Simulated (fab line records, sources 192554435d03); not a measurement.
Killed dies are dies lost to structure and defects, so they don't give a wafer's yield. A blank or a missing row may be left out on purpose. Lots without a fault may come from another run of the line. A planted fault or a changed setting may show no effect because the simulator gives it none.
Problem report in the 8D (eight disciplines) form, filled by code | flow n5_finfet | the parts of the form that need people (team, actions taken, sign-off) are left out

1. THE PROBLEM
run_length_s at N5_BEOL_M11_VIA_ETCH_34 reads a mean of 103.7 s on 2 wafers of 2 lots; wafers without a fault read 92.5 s with a standard deviation of 0.44. That is +25 standard deviations from the usual mean.
The step: etches SiCOH lowk in C4F6/O2, target depth 184.5 nm, time 69.2 s.
First seen on wafer L604.2, day 13 10:17, on rie_diel-05. The record holds 16 wafers of 6 lots with a number at this step. Rule for "out", or "out of limits": more than 4 standard deviations from the usual mean. The other wafers with a number count as sound.

2. WHAT IT IS AND WHAT IT IS NOT
question                    | is                | is not
which readings at this step | run_length_s      | drypump_motor_current_A, oes_product_au, rf_vpp_V, showerhead_plenum_p_Torr, throttle_valve_pct
which lots                  | L604, L605        | L601, L611, L614, L617
which wafers of those lots  | L604.2, L605.2    | L604.1, L605.1
read on which tools         | rie_diel-05       | rie_diel-02, rie_diel-04
when                        | from day 13 10:17 | up to then (4 sound wafers); but 10 sound wafers of L605, L611, L614, L617 came after

3. SUSPECTS, AND WHAT RULES EACH OUT
Counting: a tool at a process step up to the reading stays a suspect if it ran every lot that is out. Sound lots after the first of them don't rule it out here, since some wafers of a struck lot are sound.
- rie_diel-05 at N5_BEOL_M11_DESCUM_33 (chemistry O2, time 7.9 s): kept. It ran every lot that is out, first L604 (day 13 10:05); its last sound lot up to then is L601 (day 12 00:38).
- rie_diel-05 at N5_BEOL_M11_ETCH_65 (etches SiARC in CF4, target depth 39 nm, time 65 s): kept. It ran every lot that is out, first L604 (day 13 10:07); its last sound lot up to then is L601 (day 12 00:40).
- rie_diel-05 at N5_BEOL_M11_ETCH_66 (etches SOC in N2/H2, target depth 120 nm, overetch 24 nm, time 180 s): kept. It ran every lot that is out, first L604 (day 13 10:10); its last sound lot up to then is L601 (day 12 00:43).
- rie_diel-05 at N5_BEOL_M11_VIA_ETCH_34 (etches SiCOH lowk in C4F6/O2, target depth 184.5 nm, time 69.2 s): kept. It ran every lot that is out, first L604 (day 13 10:17); its last sound lot up to then is L601 (day 12 00:51). Its own readings are out on those wafers: run_length_s.
Left after counting: rie_diel-05 at N5_BEOL_M11_DESCUM_33, rie_diel-05 at N5_BEOL_M11_ETCH_65, rie_diel-05 at N5_BEOL_M11_ETCH_66, rie_diel-05 at N5_BEOL_M11_VIA_ETCH_34.

4. THE CAUSE (what the simulator had put in)
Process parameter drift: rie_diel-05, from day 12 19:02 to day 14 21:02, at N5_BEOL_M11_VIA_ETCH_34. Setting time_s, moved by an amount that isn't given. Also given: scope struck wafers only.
Counting left 4 suspects, and this tool is among them.

5. THE CHAIN OF EFFECTS, in route order
Each row: a reading whose mean over the struck wafers that have a number lies more than 3 standard deviations from the usual. Only readings for which the record gives a usual standard deviation are gone through. hours: the time from each lot's start at the first step in this table that gives one to its start at this step, as a median over the lots. sigmas: the change in usual standard deviations.
hours | step                    | reading      | usual  | on struck wafers | change | sigmas
0     | N5_BEOL_M11_VIA_ETCH_34 | run_length_s | 92.5 s | 103.7            | +11.2  | +25
The process steps in it:
- N5_BEOL_M11_VIA_ETCH_34: etches SiCOH lowk in C4F6/O2, target depth 184.5 nm, time 69.2 s.

6. WHAT WOULD HAVE CAUGHT IT SOONER
In this record the first reading out of limits was taken at day 13 10:17, 15 hours after the fault began at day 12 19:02.
